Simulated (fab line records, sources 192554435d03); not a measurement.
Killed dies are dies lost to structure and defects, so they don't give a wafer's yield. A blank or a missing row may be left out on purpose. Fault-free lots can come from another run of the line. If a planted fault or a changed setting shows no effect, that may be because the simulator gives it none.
Which tool was responsible? / flow n5 finfet / 30 wafers from 11 lots sampled at 3 of the route's 1938 steps

## WHAT EACH GAUGE READ, for each wafer
N5_BEOL_M10_THK_MEAS_01.
lot=L590; measured=day 10 13:58; on=film metro-01; M10_ILD_THK (nm)=269 274 272
lot=L593; measured=day 11 04:35; on=film metro-02; M10_ILD_THK (nm)=269 266
lot=L592; measured=day 11 02:56; on=film metro-01; M10_ILD_THK (nm)=260 264 270
lot=L595; measured=day 12 00:29; on=film metro-01; M10_ILD_THK (nm)=265 264
lot=L594; measured=day 12 01:13; on=film metro-02; M10_ILD_THK (nm)=260 265
lot=L598; measured=day 12 16:41; on=film metro-02; M10_ILD_THK (nm)=262 265 262
lot=L599; measured=day 13 03:13; on=film metro-02; M10_ILD_THK (nm)=263 269 486
lot=L607; measured=day 15 12:01; on=film metro-01; M10_ILD_THK (nm)=268 272 272
lot=L609; measured=day 16 05:47; on=film metro-01; M10_ILD_THK (nm)=265 264 271
lot=L611; measured=day 16 20:35; on=film metro-01; M10_ILD_THK (nm)=271 268 267
lot=L612; measured=day 16 16:19; on=film metro-02; M10_ILD_THK (nm)=263 267 271

## EACH LOT AND THE TOOL THAT RAN IT (in order: tool; ch and the chambers of the sampled wafers; start)
lot=L590; N5_BEOL_M9_PRE_CLEAN_45=pvd sputter-02, day 10 11:44; N5_BEOL_M10_ILD_DEP_00=pecvd-03 ch 0,1,2, day 10 13:22
lot=L593; N5_BEOL_M9_PRE_CLEAN_45=pvd sputter-01, day 11 01:50; N5_BEOL_M10_ILD_DEP_00=pecvd-04 ch 1,2, day 11 03:59
lot=L592; N5_BEOL_M9_PRE_CLEAN_45=pvd sputter-02, day 11 00:04; N5_BEOL_M10_ILD_DEP_00=pecvd-04 ch 0,2, day 11 02:20
lot=L595; N5_BEOL_M9_PRE_CLEAN_45=pvd sputter-03, day 11 21:54; N5_BEOL_M10_ILD_DEP_00=pecvd-01 ch 0,2, day 11 23:53
lot=L594; N5_BEOL_M9_PRE_CLEAN_45=pvd sputter-02, day 11 22:12; N5_BEOL_M10_ILD_DEP_00=pecvd-01 ch 1,2, day 12 00:38
lot=L598; N5_BEOL_M9_PRE_CLEAN_45=pvd sputter-03, day 12 12:53; N5_BEOL_M10_ILD_DEP_00=pecvd-01 ch 0,2, day 12 16:05
lot=L599; N5_BEOL_M9_PRE_CLEAN_45=pvd sputter-03, day 12 23:05; N5_BEOL_M10_ILD_DEP_00=pecvd-01 ch 0,1,2, day 13 02:38
lot=L607; N5_BEOL_M9_PRE_CLEAN_45=pvd sputter-02, day 15 06:45; N5_BEOL_M10_ILD_DEP_00=pecvd-03 ch 1,2, day 15 10:56
lot=L609; N5_BEOL_M9_PRE_CLEAN_45=pvd sputter-03, day 16 01:53; N5_BEOL_M10_ILD_DEP_00=pecvd-03 ch 0,1, day 16 05:12
lot=L611; N5_BEOL_M9_PRE_CLEAN_45=pvd sputter-03, day 16 14:59; N5_BEOL_M10_ILD_DEP_00=pecvd-04 ch 0,2, day 16 19:31
lot=L612; N5_BEOL_M9_PRE_CLEAN_45=pvd sputter-02, day 16 09:07; N5_BEOL_M10_ILD_DEP_00=pecvd-01 ch 0,1, day 16 15:44
- N5_BEOL_M9_PRE_CLEAN_45: time 30 s.
- N5_BEOL_M10_ILD_DEP_00: deposits SiCOH lowk from DEMS/porogen, target thk 308.51 nm, time 58 s.

## THE ANSWER, worked out from the rows above alone
Rule: the lots themselves supply what counts as usual. The widest of any qualifying gaps counts: lots, ordered by their means at a reading, are off when they make up no more than a third of the lots, leave a main group of 4 or more, and stand apart from it by 3 or more times the standard deviation of that group's means. If all means in a main group match to the digits the tables above print for the reading, that group is not used. A lot without any number at a reading at which 4 lots or more have one is off too. The other lots that the step has rows for count as sound.
Off: at N5_BEOL_M10_THK_MEAS_01 (M10_ILD_THK), L599. The main group has a mean of 267 nm with a standard deviation of 2.9.
A tool fits if, at a process step before that reading, it ran every lot that is off, and no sound lot after the first of them. The gauges at N5_BEOL_M10_THK_MEAS_01 are tried like those tools. Of those tried, none fits.

## WHAT THE SIMULATOR HAD INSERTED
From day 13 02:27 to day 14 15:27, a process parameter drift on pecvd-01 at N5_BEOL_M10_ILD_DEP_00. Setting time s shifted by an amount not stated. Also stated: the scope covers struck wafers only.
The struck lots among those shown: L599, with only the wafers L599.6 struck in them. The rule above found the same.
